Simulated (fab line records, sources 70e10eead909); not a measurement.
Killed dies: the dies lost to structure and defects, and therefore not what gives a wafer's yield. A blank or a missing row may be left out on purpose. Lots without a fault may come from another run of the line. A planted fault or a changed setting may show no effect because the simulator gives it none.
fab line records	flow nand_harc
record lots=14	wafers=42	last_day=25
route steps=1159 shown A_WL_FILL@816 A_CONTACT@854
lots untouched by any fault: they come from a run of this same line in which no faults occurred
start_h: start of the lot's first displayed wafer, in hours after the record's first day	wait_h: hours elapsed since this lot's preceding step	" same as the row above	L1.1+2: one row covering several wafers at once	- no value present, or no start provided	* or withheld: withheld	< > ~ a bound
route shown NAME@n: NAME is a module with steps in the file, n the number in the route of the first one	usual: mean and standard deviation over wafers with no fault	same: alike in all rows	chamber/n: place in a boat	sites: per-site readings	_std_site: how widely they spread, as a standard deviation	_edge_site: mean of outer sites minus mean of inner sites	radius_mm: how far each site lies from the wafer's centre	mask NAME#n: copy n	behind: tool/chamber where the wafer was last shaped	hold: why the lot was held/for how many hours/how that ended	device: whichever transistor did not switch (one of n, p or np)	end of line: tests run on the same wafers once the route is complete	a step given without rows: its recipe and nothing more	killed: count of dies lost to structure and defects at first sort (not the wafer's yield)	map: a wafer's dies, marking killed ones x, the rest . and places with no die _
set.NAME: the setting that was run; set.NAME@STEP: the one run at that earlier step	model.NAME: the simulator's own value behind a step, which no gauge read
steps of the route over a sample of lots; a table a step, a row a wafer
services: a tool's chamber out of use, with start hour (start_h, from the record's first day; less than 0 if before it), hours out, and reason
## steps
# step NHARC_A_WL_FILL_STRIP_27
# recipe power_w=1500	temp_c=250	time_s=20	chemistry=N2/H2
# usual drypump_motor_current_A=5.9/0.47	heater_power_w=326/53
lot.wafer	tool	chamber	start_h	wait_h	drypump_motor_current_A	heater_power_w	rf_hours_counter_h
L926.2	plasma_asher-01	1	357.53	0.1	6.0	407	26
L926.1	"	0	"	"	5.5	336	26
L926.5	"	0	"	"	5.5	365	-
L925.1	plasma_asher-01	1	357.69	0.1	6.0	400	26
L925.3	"	0	"	"	5.5	354	-
L925.6	"	0	"	"	5.5	360	-
L928.2	plasma_asher-01	0	374.66	0.1	5.5	344	37
L928.6	"	0	"	"	5.5	349	-
L928.5	"	1	"	"	5.9	409	-
L927.1	plasma_asher-02	0	391.26	0.1	5.6	294	8
L927.3	"	0	"	"	5.6	293	-
L927.5	"	1	"	"	6.7	274	-
L929.2	plasma_asher-02	0	394.67	0.1	5.5	297	9
L929.1	"	1	"	"	6.6	273	9
L929.6	"	1	"	"	6.7	277	-
L930.1	plasma_asher-02	0	400.07	0.1	5.5	300	10
L930.4	"	0	"	"	5.6	290	-
L930.5	"	0	"	"	5.5	294	-
L931.2	plasma_asher-01	1	402.93	0.1	5.9	427	47
L931.3	"	0	"	"	5.5	346	-
L931.4	"	1	"	"	5.9	420	-
L932.2	plasma_asher-02	1	407.79	0.1	6.7	266	13
L932.3	"	1	"	"	6.6	264	-
L932.6	"	0	"	"	5.6	298	-
L934.2	plasma_asher-01	0	439.47	0.1	5.5	349	60
L934.4	"	1	"	"	6.0	408	-
L934.6	"	0	"	"	5.5	350	-
L941.2	plasma_asher-02	1	439.56	0.1	6.7	266	23
L941.4	"	0	"	"	5.6	296	-
L941.3	"	1	"	"	6.7	274	-
L935.3	plasma_asher-01	0	442.82	0.6	5.5	348	-
L935.4	"	1	"	"	5.9	412	-
L935.5	"	1	"	"	5.9	415	-
L936.2	plasma_asher-01	1	473.33	0.1	5.9	415	5
L936.1	"	0	"	"	5.5	341	5
L936.6	"	1	"	"	5.9	394	-
L946.1	plasma_asher-01	1	489.49	0.1	6.0	404	11
L946.2	"	0	"	"	5.5	339	11
L946.4	"	0	"	"	5.5	346	-
L947.2	plasma_asher-01	0	494.58	0.1	5.5	349	12
L947.3	"	1	"	"	5.9	416	-
L947.5	"	1	"	"	6.0	405	-
# step NHARC_A_WL_FILL_ALD_10
# recipe target_thk_a=500	pulse_time_s=10	ald_cycles=500	temp_c=300	material=SiO2
# usual heater_power_w=462/44	precursor_pulse_height_rel=1.001/0.021
lot.wafer	tool	chamber	start_h	wait_h	heater_power_w	precursor_pulse_height_rel
L926.2	ald_hk-02	3	363.55	0.6	422	1.000
L926.1	"	1	364.57	1.6	518	0.976
L926.5	"	3	365.59	2.6	425	1.003
L925.1	ald_hk-01	0	365.14	2.1	388	0.991
L925.3	"	1	"	"	390	1.004
L925.6	"	3	366.69	3.7	491	0.975
L928.2	ald_hk-03	1	380.41	0.6	501	0.995
L928.6	"	0	382.00	2.2	454	1.014
L928.5	"	1	"	"	489	1.019
L927.1	ald_hk-01	1	396.73	0.1	378	0.979
L927.3	"	0	398.28	1.6	393	1.030
L927.5	"	1	"	"	384	1.017
L929.2	ald_hk-02	1	401.99	0.1	500	1.009
L929.1	"	0	403.55	1.6	519	1.025
L929.6	"	1	"	"	525	1.000
L931.4	ald_hk-02	3	406.06	0.6	423	1.024
L931.2	"	0	"	"	510	1.025
L931.3	"	1	"	"	512	0.989
L930.4	ald_hk-01	2	406.95	1.4	463	1.008
L930.1	"	0	407.96	2.5	387	0.994
L930.5	"	2	408.97	3.5	472	0.991
L932.2	ald_hk-02	1	416.56	3.6	514	1.011
L932.3	"	2	"	"	486	1.001
L932.6	"	0	418.10	5.1	512	0.976
L934.4	ald_hk-02	1	445.71	0.0	500	1.013
L934.2	"	2	"	"	498	1.005
L934.6	"	2	448.26	2.6	491	1.030
L941.3	ald_hk-03	3	448.60	2.9	422	1.001
L941.4	"	1	449.62	4.0	494	0.982
L941.2	"	2	"	"	441	1.029
L935.4	ald_hk-01	2	448.70	3.0	485	0.996
L935.3	"	0	449.73	4.1	400	1.028
L935.5	"	3	451.29	5.6	484	0.974
L936.1	ald_hk-03	0	479.85	1.1	445	0.994
L936.2	"	1	480.88	2.1	488	1.027
L936.6	"	3	482.93	4.2	425	0.996
L946.1	ald_hk-02	0	495.64	0.2	501	1.005
L946.2	"	1	"	"	489	0.983
L946.4	"	2	"	"	480	0.997
L947.2	ald_hk-01	1	499.80	0.1	406	1.006
L947.3	"	2	"	"	495	1.034
L947.5	"	1	501.91	2.2	401	1.005
# step NHARC_A_WL_FILL_ETCHBACK_17
# recipe target_depth_a=40	time_s=26.7	chemistry=Cl2/BCl3
# usual drypump_motor_current_A=5.8/0.47	he_backside_leak_sccm=3.33/0.26	oes_product_au=1.002/0.011
lot.wafer	tool	chamber	start_h	wait_h	drypump_motor_current_A	he_backside_leak_sccm	oes_product_au	rf_hours_counter_h
L926.2	rie_metal-03	0	367.82	-	5.6	3.36	1.018	2.0
L926.1	"	1	"	"	5.7	3.70	0.994	2.0
L926.5	"	1	"	"	5.7	3.62	1.003	-
L925.1	rie_metal-02	1	368.93	-	6.5	3.23	0.996	4.2
L925.3	"	1	"	"	6.5	3.29	1.005	-
L925.6	"	0	"	"	5.2	3.62	0.994	-
L928.2	rie_metal-03	1	384.77	-	5.7	3.72	1.001	2.3
L928.5	"	1	"	"	5.7	3.61	1.008	-
L928.6	"	0	"	"	5.5	3.38	1.024	-
L927.1	rie_metal-01	0	401.57	-	5.9	3.17	0.999	1.8
L927.3	"	1	"	"	5.8	2.99	0.988	-
L927.5	"	1	"	"	5.8	2.91	0.974	-
L929.1	rie_metal-02	1	406.82	-	6.5	3.15	1.009	0.2
L929.2	"	0	"	"	5.1	3.75	1.011	0.2
L929.6	"	1	"	"	6.5	3.09	1.008	-
L931.2	rie_metal-02	1	410.40	-	6.5	3.00	1.001	0.3
L931.4	"	0	"	"	5.1	3.69	1.007	-
L931.3	"	1	"	"	6.5	3.08	1.011	-
L930.1	rie_metal-01	1	411.23	-	5.8	4.30	0.992	2.1
L930.4	"	1	"	"	5.7	3.25	0.979	-
L930.5	"	1	"	"	5.7	3.22	0.981	-
L932.2	rie_metal-02	1	420.86	-	6.5	3.19	1.009	0.4
L932.3	"	0	"	"	5.2	3.51	0.996	-
L932.6	"	0	"	"	5.2	3.61	0.999	-
L934.2	rie_metal-02	1	450.52	-	6.5	3.16	0.980	1.1
L934.4	"	1	"	"	6.5	3.20	0.986	-
L934.6	"	1	"	"	6.5	3.16	0.999	-
L941.2	rie_metal-02	1	453.44	-	6.5	3.20	0.997	1.1
L941.3	"	0	"	"	5.1	3.50	1.013	-
L941.4	"	1	"	"	6.5	2.97	0.997	-
L935.4	rie_metal-01	1	453.60	-	5.7	3.32	0.977	-
L935.3	"	0	"	"	5.9	3.15	0.996	-
L935.5	"	1	"	"	5.7	3.19	0.985	-
L936.2	rie_metal-01	1	486.72	-	5.8	3.20	1.001	4.6
L936.1	"	0	"	"	5.9	3.18	1.023	4.6
L936.6	"	1	"	"	5.7	3.19	0.999	-
L946.2	rie_metal-01	0	500.44	-	5.9	2.98	0.850	4.9
L946.1	"	1	"	"	5.7	3.37	0.992	4.9
L946.4	"	1	"	"	5.7	3.10	0.986	-
L947.2	rie_metal-01	1	504.72	-	5.8	3.33	0.998	5.0
L947.3	"	1	"	"	5.8	3.24	1.002	-
L947.5	"	0	"	"	5.9	3.07	0.850	-
# step NHARC_A_CONTACT_CD_MEAS_42
# recipe target_cd_nm=200	landing_energy_ev=500
# usual cd_nm=199.8/0.57
lot.wafer	tool	chamber	start_h	wait_h	cd_nm
L925.1	cd_sem-01	0	392.68	-	200.1
L925.3	"	0	"	"	199.6
L925.6	"	0	"	"	200.2
L926.1	cd_sem-02	0	393.38	-	200.0
L926.2	"	0	"	"	199.1
L926.5	"	0	"	"	199.6
L928.2	cd_sem-02	0	410.23	-	199.8
L928.5	"	0	"	"	201.0
L928.6	"	0	"	"	200.5
L927.1	cd_sem-02	0	419.55	-	200.0
L927.3	"	0	"	"	200.3
L927.5	"	0	"	"	199.3
L929.1	cd_sem-03	0	426.13	-	199.8
L929.2	"	0	"	"	200.8
L929.6	"	0	"	"	199.8
L930.1	cd_sem-02	0	428.07	-	200.2
L930.4	"	0	"	"	199.6
L930.5	"	0	"	"	200.0
L931.2	cd_sem-01	0	432.15	-	199.7
L931.3	"	0	"	"	200.0
L931.4	"	0	"	"	200.0
L932.2	cd_sem-03	0	435.44	-	199.9
L932.3	"	0	"	"	199.3
L932.6	"	0	"	"	199.7
L934.2	cd_sem-01	0	465.88	-	200.6
L934.4	"	0	"	"	200.6
L934.6	"	0	"	"	200.3
L935.3	cd_sem-01	0	471.34	-	200.5
L935.4	"	0	"	"	199.8
L935.5	"	0	"	"	199.7
L941.2	cd_sem-03	0	476.46	-	200.6
L941.3	"	0	"	"	200.1
L941.4	"	0	"	"	200.6
L936.1	cd_sem-02	0	512.87	-	199.1
L936.2	"	0	"	"	198.7
L936.6	"	0	"	"	199.0
L946.1	cd_sem-02	0	522.74	-	199.2
L946.4	"	0	"	"	199.7
L947.2	cd_sem-01	0	524.86	-	199.1
L947.3	"	0	"	"	199.4
## services
tool	chamber	start_h	hours	kind
rie_metal-01	-	333.96	0.4	repair
rie_metal-01	0	341.00	-	clean
rie_metal-01	1	341.00	-	clean
plasma_asher-02	-	360.54	9.0	pm
rie_metal-02	-	388.00	9.0	pm
rie_metal-02	0	388.00	9.0	vent_cycle
rie_metal-02	1	388.00	9.0	vent_cycle
rie_metal-02	0	397.00	-	clean
rie_metal-02	1	397.00	-	clean
plasma_asher-02	-	434.89	1.0	repair
rie_metal-03	-	453.00	9.0	pm
plasma_asher-01	-	453.18	9.0	pm
plasma_asher-01	0	453.18	9.0	vent_cycle
plasma_asher-01	1	453.18	9.0	vent_cycle
ald_hk-02	-	458.22	10.0	pm
ald_hk-02	0	458.22	10.0	vent_cycle
ald_hk-02	1	458.22	10.0	vent_cycle
ald_hk-02	2	458.22	10.0	vent_cycle
ald_hk-02	3	458.22	10.0	vent_cycle
plasma_asher-01	0	462.18	-	clean
plasma_asher-01	1	462.18	-	clean
ald_hk-02	0	468.22	-	clean
ald_hk-02	1	468.22	-	clean
ald_hk-03	-	503.66	10.0	pm
## key
first_sign step=NHARC_A_WL_FILL_ETCHBACK_17	reading=oes_product_au	direction=down	sigmas=14	usual=1.002	struck=0.850
effect none on later readings
met_at NHARC_A_WL_FILL_ETCHBACK_17
struck_lots L946,L947
struck_wafers L946.2,L947.5
later_rows_left_out L946.2,L947.5
sort_left_out L946.2,L947.5
tester_left_out L946,L947
not_acting_at NHARC_A_WL_FILL_STRIP_27,NHARC_A_WL_FILL_ALD_10,NHARC_A_CONTACT_CD_MEAS_42
onset_between 486.72 500.44
fault kind=process_parameter_drift	tool=rie_metal-01	chamber=0	onset_h=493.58	steps=NHARC_A_WL_FILL_ETCHBACK_17	channel=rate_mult	offset=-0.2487	shape=step	end_h=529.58
# tester_left_out: of these lots the tester's yield and bins aren't shown, on N5 and GAA mostly nor the transistor test; their killed dies are dies lost to structure and defects alone, not to doping, threshold or leakage, so they don't give the yield
# sort_left_out: the simulated sort isn't trusted on such a fault, so these wafers' sort isn't shown, and their yield isn't known
# later_rows_left_out: the simulator's readings of these wafers behind a module that went badly wrong aren't trusted and aren't shown, but for the sort
